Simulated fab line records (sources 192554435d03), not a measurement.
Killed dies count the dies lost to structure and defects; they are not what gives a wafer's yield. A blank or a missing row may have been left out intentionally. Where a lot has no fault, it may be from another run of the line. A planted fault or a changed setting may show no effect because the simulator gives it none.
Which tool did it? ; flow n5Finfet ; 63 wafers from 21 lots sampled at 4 of the route's 1938 steps

WHAT EACH GAUGE READ, for each wafer
N5_BEOL_M10_OVL_MEAS_29. Usual: V9_OVL 0.0 nm, standard deviation 0.78.
lot;measured;on;V9_OVL (nm);flag
L074;day 10 09:13;overlay-01;-0.8 -0.5 -0.4;
L075;day 10 10:47;overlay-02;-0.2 0.0 0.6;
L076;day 11 01:38;overlay-02;0.2 0.6 -0.3;
L078;day 11 07:43;overlay-01;-0.8 -0.4 -1.7;
L079;day 11 13:37;overlay-01;2.1 1.1 1.1;
L081;day 11 23:10;overlay-02;-0.3 -0.4 -0.6;
L080;day 11 23:41;overlay-02;-1.4 0.0 0.1;
L082;day 12 06:46;overlay-02;0.3 0.2 -0.9;
L084;day 13 07:01;overlay-02;-0.2 -1.4 -0.1;
L086;day 13 14:22;overlay-02;-0.1 -0.8 0.9;
L087;day 14 04:59;overlay-01;-0.8 0.7 0.5;
L088;day 14 11:45;overlay-02;0.2 0.1 0.1;
L089;day 14 15:22;overlay-01;-0.9 -0.2 -0.6;
L090;day 15 01:04;overlay-02;0.2 -0.3 -0.1;
L093;day 15 09:52;overlay-02;0.2 -0.7 0.3;
L091;day 15 12:32;overlay-02;0.1 -0.7 -0.3;
L092;day 15 15:16;overlay-02;0.2 0.2 1.2;
L094;day 15 21:14;overlay-01;0.4 0.8 -1.2;
L095;day 16 05:10;overlay-01;1.6 1.7 0.8;
L096;day 16 08:59;overlay-01;-0.7 1.0 -0.1;
L097;day 16 09:10;overlay-02;0.3 -0.6 -0.5;

TOOL THAT RAN EACH LOT (tool first, then ch and the chambers of the sampled wafers, then the start)
lot;N5_BEOL_M10_PECVD_70;N5_BEOL_M10_ETCH_61;N5_BEOL_M10_STRIP_67
L074;pecvd-01 ch 1,2, day 10 06:56;rieDiel-02 ch 2,3, day 10 08:04;rieDiel-02 ch 2,3, day 10 08:16
L075;pecvd-01 ch 0,2, day 10 08:15;rieDiel-01 ch 0,1,3, day 10 09:41;rieDiel-01 ch 0,1,3, day 10 09:53
L076;pecvd-01 ch 0,1, day 11 00:02;rieDiel-01 ch 0,1,2, day 11 00:48;rieDiel-01 ch 0,1,2, day 11 00:59
L078;pecvd-03 ch 0,1,2, day 11 05:18;rieDiel-06 ch 1,2,3, day 11 06:32;rieDiel-06 ch 1,2,3, day 11 06:44
L079;pecvd-01 ch 0,1,2, day 11 09:26;rieDiel-01 ch 2,3, day 11 10:03;rieDiel-01 ch 2,3, day 11 10:15
L081;pecvd-04 ch 0,2, day 11 17:33;rieDiel-06 ch 0,1,3, day 11 18:59;rieDiel-06 ch 0,1,3, day 11 19:11
L080;pecvd-04 ch 0,1, day 11 20:57;rieDiel-06 ch 1,2, day 11 21:41;rieDiel-06 ch 1,2, day 11 21:53
L082;pecvd-04 ch 1,2, day 12 03:03;rieDiel-02 ch 1,2,3, day 12 05:49;rieDiel-02 ch 1,2,3, day 12 06:01
L084;pecvd-04 ch 0,1,2, day 13 04:08;rieDiel-02 ch 0,2,3, day 13 05:39;rieDiel-02 ch 0,2,3, day 13 05:51
L086;pecvd-04 ch 0,1, day 13 11:10;rieDiel-06 ch 0,1,3, day 13 12:23;rieDiel-06 ch 0,1,3, day 13 12:35
L087;pecvd-04 ch 0,1,2, day 13 22:05;rieDiel-06 ch 0,1,3, day 13 23:08;rieDiel-06 ch 0,1,3, day 13 23:20
L088;pecvd-03 ch 0,1,2, day 14 07:26;rieDiel-01 ch 1,2,3, day 14 08:14;rieDiel-01 ch 1,2,3, day 14 08:26
L089;pecvd-01 ch 0,2, day 14 08:08;rieDiel-02 ch 1,2,3, day 14 12:23;rieDiel-02 ch 1,2,3, day 14 12:34
L090;pecvd-04 ch 0,1, day 14 21:31;rieDiel-01 ch 0,3, day 15 00:11;rieDiel-01 ch 0,3, day 15 00:23
L093;pecvd-01 ch 0,1,2, day 15 05:56;rieDiel-02 ch 0,1,2, day 15 08:30;rieDiel-02 ch 0,1,2, day 15 09:08
L091;pecvd-03 ch 0,1,2, day 15 07:04;rieDiel-02 ch 0,2,3, day 15 09:25;rieDiel-02 ch 0,2,3, day 15 09:37
L092;pecvd-01 ch 0,2, day 15 11:39;rieDiel-02 ch 0,1,2, day 15 14:07;rieDiel-02 ch 0,1,2, day 15 14:19
L094;pecvd-03 ch 0,1, day 15 15:14;rieDiel-01 ch 0,1, day 15 17:00;rieDiel-01 ch 0,1, day 15 17:11
L095;pecvd-03 ch 1,2, day 16 01:41;rieDiel-02 ch 1,2, day 16 03:23;rieDiel-02 ch 1,2, day 16 03:35
L096;pecvd-03 ch 0,2, day 16 05:06;rieDiel-06 ch 0,2, day 16 06:53;rieDiel-06 ch 0,2, day 16 07:04
L097;pecvd-03 ch 0,2, day 16 05:25;rieDiel-01 ch 0,1,2, day 16 07:02;rieDiel-01 ch 0,1,2, day 16 07:14
- N5_BEOL_M10_PECVD_70: deposits SiO2 from TEOS/O2, target thk 20 nm, time 22.7 s.
- N5_BEOL_M10_ETCH_61: etches SiARC in CF4, target depth 39 nm, time 65 s.
- N5_BEOL_M10_STRIP_67: strips in CF4.

WHAT THE TOOLS THEMSELVES READ (means of the sampled wafers that have a number; where no wafer has one, the mark that the record gives instead)
N5_BEOL_M10_PECVD_70. Usual: heaterPowerW 730 W, standard deviation 110; showerheadPlenumPTorr 8.80 Torr, standard deviation 0.076; showerheadVppV 1328 V, standard deviation 100; throttleValvePct 22.6 %, standard deviation 1.2.
lot;tool;heaterPowerW (W);showerheadPlenumPTorr (Torr);showerheadVppV (V);throttleValvePct (%);flag
L074;pecvd-01;721;8.80;1328;21.8;
L075;pecvd-01;698;8.89;1279;21.9;
L076;pecvd-01;776;8.87;1199;23.7;
L078;pecvd-03;643;8.80;1357;22.7;
L079;pecvd-01;737;8.84;1281;22.8;
L081;pecvd-04;639;8.82;1288;22.9;
L080;pecvd-04;821;8.75;1373;21.2;
L082;pecvd-04;837;8.74;1434;21.0;
L084;pecvd-04;779;8.78;1384;22.0;
L086;pecvd-04;743;8.81;1300;22.1;
L087;pecvd-04;760;8.78;1367;21.9;
L088;pecvd-03;678;8.79;1344;22.7;
L089;pecvd-01;760;8.88;1262;21.9;
L090;pecvd-04;845;8.75;1364;21.2;
L093;pecvd-01;742;8.83;1277;23.1;
L091;pecvd-03;696;8.78;1343;22.7;
L092;pecvd-01;779;8.87;1275;22.1;
L094;pecvd-03;713;8.85;1315;22.9;
L095;pecvd-03;737;8.81;1339;22.7;
L096;pecvd-03;637;8.74;1376;22.7;
L097;pecvd-03;636;8.75;1382;22.8;

N5_BEOL_M10_ETCH_61. Usual: drypumpMotorCurrentA 5.62 A, standard deviation 0.29; etchRfOnTimeS 64.5 s, standard deviation 2.3; oesProductAu 0.70 a.u., standard deviation 0.061; rfVppV 184.1 V, standard deviation 1.2; showerheadPlenumPTorr 2.14 Torr, standard deviation 0.085; throttleValvePct 15.51 %, standard deviation 0.26.
lot;tool;drypumpMotorCurrentA (A);etchRfOnTimeS (s);oesProductAu (a.u.);rfVppV (V);showerheadPlenumPTorr (Torr);throttleValvePct (%);flag
L074;rieDiel-02;5.86;66.2;0.65;184.0;2.10;15.42;
L075;rieDiel-01;5.58;62.1;0.79;185.4;2.17;15.28;
L076;rieDiel-01;5.67;63.7;0.72;183.4;2.10;15.41;
L078;rieDiel-06;5.45;64.7;0.72;184.0;2.18;15.65;
L079;rieDiel-01;5.64;64.0;0.75;184.6;2.19;15.19;
L081;rieDiel-06;5.65;65.1;0.68;184.1;2.14;15.77;
L080;rieDiel-06;5.41;63.3;0.73;183.7;2.21;15.53;
L082;rieDiel-02;5.67;65.2;0.69;184.6;2.16;15.40;
L084;rieDiel-02;5.81;64.9;0.66;183.7;2.10;15.50;
L086;rieDiel-06;5.65;65.5;0.66;183.2;2.13;15.82;
L087;rieDiel-06;5.64;65.5;0.67;184.5;2.13;15.81;
L088;rieDiel-01;5.64;64.3;0.71;184.1;2.15;15.27;
L089;rieDiel-02;5.67;65.6;0.67;184.4;2.15;15.43;
L090;rieDiel-01;5.59;61.9;0.74;185.0;2.19;15.33;
L093;rieDiel-02;5.62;64.9;0.69;184.5;2.16;15.48;
L091;rieDiel-02;5.80;64.8;0.65;183.8;2.10;15.52;
L092;rieDiel-02;5.60;66.1;0.68;183.5;2.16;15.47;
L094;rieDiel-01;5.57;62.7;0.71;183.9;2.12;15.41;
L095;rieDiel-02;5.48;65.7;0.70;186.4;2.20;15.41;
L096;rieDiel-06;5.32;64.8;0.66;184.0;2.11;15.77;
L097;rieDiel-01;5.70;63.3;0.67;184.6;2.08;15.50;

N5_BEOL_M10_STRIP_67. Usual: biasPowerW 75.02 W, standard deviation 0.23; drypumpMotorCurrentA 5.61 A, standard deviation 0.29; oesProductAu 0.81 a.u., standard deviation 0.063; rfVppV 271.3 V, standard deviation 1.7; showerheadPlenumPTorr 1.80 Torr, standard deviation 0.072; throttleValvePct 13.49 %, standard deviation 0.26.
lot;tool;biasPowerW (W);drypumpMotorCurrentA (A);oesProductAu (a.u.);rfVppV (V);showerheadPlenumPTorr (Torr);throttleValvePct (%);flag
L074;rieDiel-02;74.80;5.84;0.76;271.0;1.77;13.47;
L075;rieDiel-01;75.35;5.58;0.90;271.7;1.81;13.23;
L076;rieDiel-01;75.07;5.70;0.82;270.8;1.75;13.37;
L078;rieDiel-06;74.65;5.45;0.84;272.6;1.83;13.61;
L079;rieDiel-01;74.85;5.61;0.87;272.2;1.82;13.14;
L081;rieDiel-06;75.09;5.65;0.80;271.4;1.79;13.73;
L080;rieDiel-06;74.94;5.41;0.86;272.7;1.86;13.50;
L082;rieDiel-02;74.96;5.67;0.80;271.3;1.82;13.44;
L084;rieDiel-02;75.15;5.81;0.77;270.4;1.77;13.52;
L086;rieDiel-06;75.17;5.64;0.78;270.6;1.79;13.76;
L087;rieDiel-06;75.00;5.64;0.78;271.1;1.79;13.77;
L088;rieDiel-01;74.72;5.61;0.82;271.3;1.79;13.23;
L089;rieDiel-02;75.01;5.67;0.78;271.3;1.81;13.46;
L090;rieDiel-01;75.14;5.57;0.85;272.4;1.83;13.28;
L093;rieDiel-02;75.22;5.65;0.81;271.4;1.82;13.48;
L091;rieDiel-02;74.92;5.81;0.76;271.0;1.77;13.56;
L092;rieDiel-02;75.06;5.62;0.81;271.5;1.82;13.48;
L094;rieDiel-01;75.14;5.56;0.82;270.4;1.77;13.37;
L095;rieDiel-02;75.19;5.49;0.83;272.4;1.85;13.41;
L096;rieDiel-06;74.93;5.30;0.77;270.6;1.78;13.77;
L097;rieDiel-01;75.10;5.67;0.78;270.9;1.74;13.45;

THE ANSWER, worked out from the rows above alone
Rule: a lot is off if the mean of its wafers that have a number lies more than 3 standard deviations from the usual mean. A lot without any number at a reading at which 4 lots or more have one is off too. The other lots that the step has rows for count as sound. First the gauges in route order, then the tools' own readings, where a lot's mean is used as printed above. The first step at which some lot is off is used, and at that step the reading that is off furthest; a lot without a number counts as furthest.
Across all readings shown, no lot is off: no conclusion can be drawn from this.

WHAT THE SIMULATOR HAD PUT IN
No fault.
